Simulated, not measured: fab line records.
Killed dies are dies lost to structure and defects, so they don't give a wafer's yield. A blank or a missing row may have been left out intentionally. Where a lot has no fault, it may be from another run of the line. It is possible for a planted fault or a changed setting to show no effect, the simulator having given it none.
Chamber matching :: flow nand_harc :: NHARC_A_STAIRCASE_TRIM_12 on rie_diel-05 has 4 sister chambers
The step chemistry O2, time 211.2 s. 18 wafers are shown with their chamber, then 9 later ones without.

## WAFERS WITH THEIR CHAMBER
wafer: L075.1
chamber: 2
showerhead_plenum_p_Torr (Torr): 3.72
drypump_motor_current_A (A): 4.9
rf_vpp_V (V): 59.7

wafer: L075.3
chamber: 3
showerhead_plenum_p_Torr (Torr): 3.42
drypump_motor_current_A (A): 5.3
rf_vpp_V (V): 57.6

wafer: L075.6
chamber: 3
showerhead_plenum_p_Torr (Torr): 3.42
drypump_motor_current_A (A): 5.3
rf_vpp_V (V): 58.1

wafer: L079.2
chamber: 1
showerhead_plenum_p_Torr (Torr): 3.34
drypump_motor_current_A (A): 6.1
rf_vpp_V (V): 58.7

wafer: L079.5
chamber: 2
showerhead_plenum_p_Torr (Torr): 3.71
drypump_motor_current_A (A): 4.9
rf_vpp_V (V): 58.9

wafer: L079.6
chamber: 3
showerhead_plenum_p_Torr (Torr): 3.41
drypump_motor_current_A (A): 5.3
rf_vpp_V (V): 58.3

wafer: L082.1
chamber: 3
showerhead_plenum_p_Torr (Torr): 3.41
drypump_motor_current_A (A): 5.4
rf_vpp_V (V): 57.1

wafer: L082.2
chamber: 2
showerhead_plenum_p_Torr (Torr): 3.71
drypump_motor_current_A (A): 4.9
rf_vpp_V (V): 58.2

wafer: L082.4
chamber: 0
showerhead_plenum_p_Torr (Torr): 3.59
drypump_motor_current_A (A): 5.3
rf_vpp_V (V): 58.9

wafer: L086.1
chamber: 2
showerhead_plenum_p_Torr (Torr): 3.70
drypump_motor_current_A (A): 4.9
rf_vpp_V (V): 57.9

wafer: L086.2
chamber: 3
showerhead_plenum_p_Torr (Torr): 3.40
drypump_motor_current_A (A): 5.4
rf_vpp_V (V): 56.8

wafer: L086.3
chamber: 1
showerhead_plenum_p_Torr (Torr): 3.33
drypump_motor_current_A (A): 6.1
rf_vpp_V (V): 57.9

wafer: L089.3
chamber: 2
showerhead_plenum_p_Torr (Torr): 3.70
drypump_motor_current_A (A): 4.9
rf_vpp_V (V): 59.1

wafer: L089.5
chamber: 3
showerhead_plenum_p_Torr (Torr): 3.40
drypump_motor_current_A (A): 5.3
rf_vpp_V (V): 58.2

wafer: L089.6
chamber: 0
showerhead_plenum_p_Torr (Torr): 3.58
drypump_motor_current_A (A): 5.2
rf_vpp_V (V): 57.3

wafer: L088.1
chamber: 1
showerhead_plenum_p_Torr (Torr): 3.32
drypump_motor_current_A (A): 6.1
rf_vpp_V (V): 57.6

wafer: L088.3
chamber: 3
showerhead_plenum_p_Torr (Torr): 3.40
drypump_motor_current_A (A): 5.3
rf_vpp_V (V): 56.7

wafer: L088.4
chamber: 2
showerhead_plenum_p_Torr (Torr): 3.70
drypump_motor_current_A (A): 4.9
rf_vpp_V (V): 57.7

SIGNATURES (means of the wafers above)
reading: showerhead_plenum_p_Torr
chamber 0: 3.5850
chamber 1: 3.3300
chamber 2: 3.7067
chamber 3: 3.4086
scatter within a chamber: 0.00874

reading: drypump_motor_current_A
chamber 0: 5.250
chamber 1: 6.100
chamber 2: 4.900
chamber 3: 5.329
scatter within a chamber: 0.0371

reading: rf_vpp_V
chamber 0: 58.100
chamber 1: 58.067
chamber 2: 58.583
chamber 3: 57.543
scatter within a chamber: 0.742
Rule: for each reading, subtract the chamber's mean from the wafer's reading, divide by that reading's scatter and square the result; add these up over the readings and take the root, which gives the wafer's distance from the chamber. The wafer belongs to the nearest chamber; if the next one is less than 2 further off, it can't be placed. How the scatter is found: for the shown wafers, subtract from each reading the mean of its chamber, square and add these, divide the total by (wafers less chambers), then take the root.

## WAFERS WHOSE CHAMBER IS MISSING
wafer: L091.1
showerhead_plenum_p_Torr (Torr): 3.69
drypump_motor_current_A (A): 4.9
rf_vpp_V (V): 57.2

wafer: L091.2
showerhead_plenum_p_Torr (Torr): 3.32
drypump_motor_current_A (A): 6.1
rf_vpp_V (V): 55.4

wafer: L091.5
showerhead_plenum_p_Torr (Torr): 3.40
drypump_motor_current_A (A): 5.3
rf_vpp_V (V): 57.9

wafer: L095.1
showerhead_plenum_p_Torr (Torr): 3.39
drypump_motor_current_A (A): 5.3
rf_vpp_V (V): 57.8

wafer: L095.2
showerhead_plenum_p_Torr (Torr): 3.32
drypump_motor_current_A (A): 6.1
rf_vpp_V (V): 57.8

wafer: L095.5
showerhead_plenum_p_Torr (Torr): 3.32
drypump_motor_current_A (A): 6.1
rf_vpp_V (V): 56.6

wafer: L093.1
showerhead_plenum_p_Torr (Torr): 3.32
drypump_motor_current_A (A): 6.0
rf_vpp_V (V): 58.6

wafer: L093.5
showerhead_plenum_p_Torr (Torr): 3.39
drypump_motor_current_A (A): 5.3
rf_vpp_V (V): 56.5

wafer: L093.6
showerhead_plenum_p_Torr (Torr): 3.69
drypump_motor_current_A (A): 4.9
rf_vpp_V (V): 56.6

## THE CHAMBER EACH PASSED THROUGH
wafer: L091.1
from the rows above: 2
in truth: 2

wafer: L091.2
from the rows above: 1
in truth: 1

wafer: L091.5
from the rows above: 3
in truth: 3

wafer: L095.1
from the rows above: 3
in truth: 3

wafer: L095.2
from the rows above: 1
in truth: 1

wafer: L095.5
from the rows above: 1
in truth: 1

wafer: L093.1
from the rows above: 1
in truth: 1

wafer: L093.5
from the rows above: 3
in truth: 3

wafer: L093.6
from the rows above: 2
in truth: 2
Placed correctly: 9 of 9. Not placeable from these rows: 0. Wrongly placed: 0.
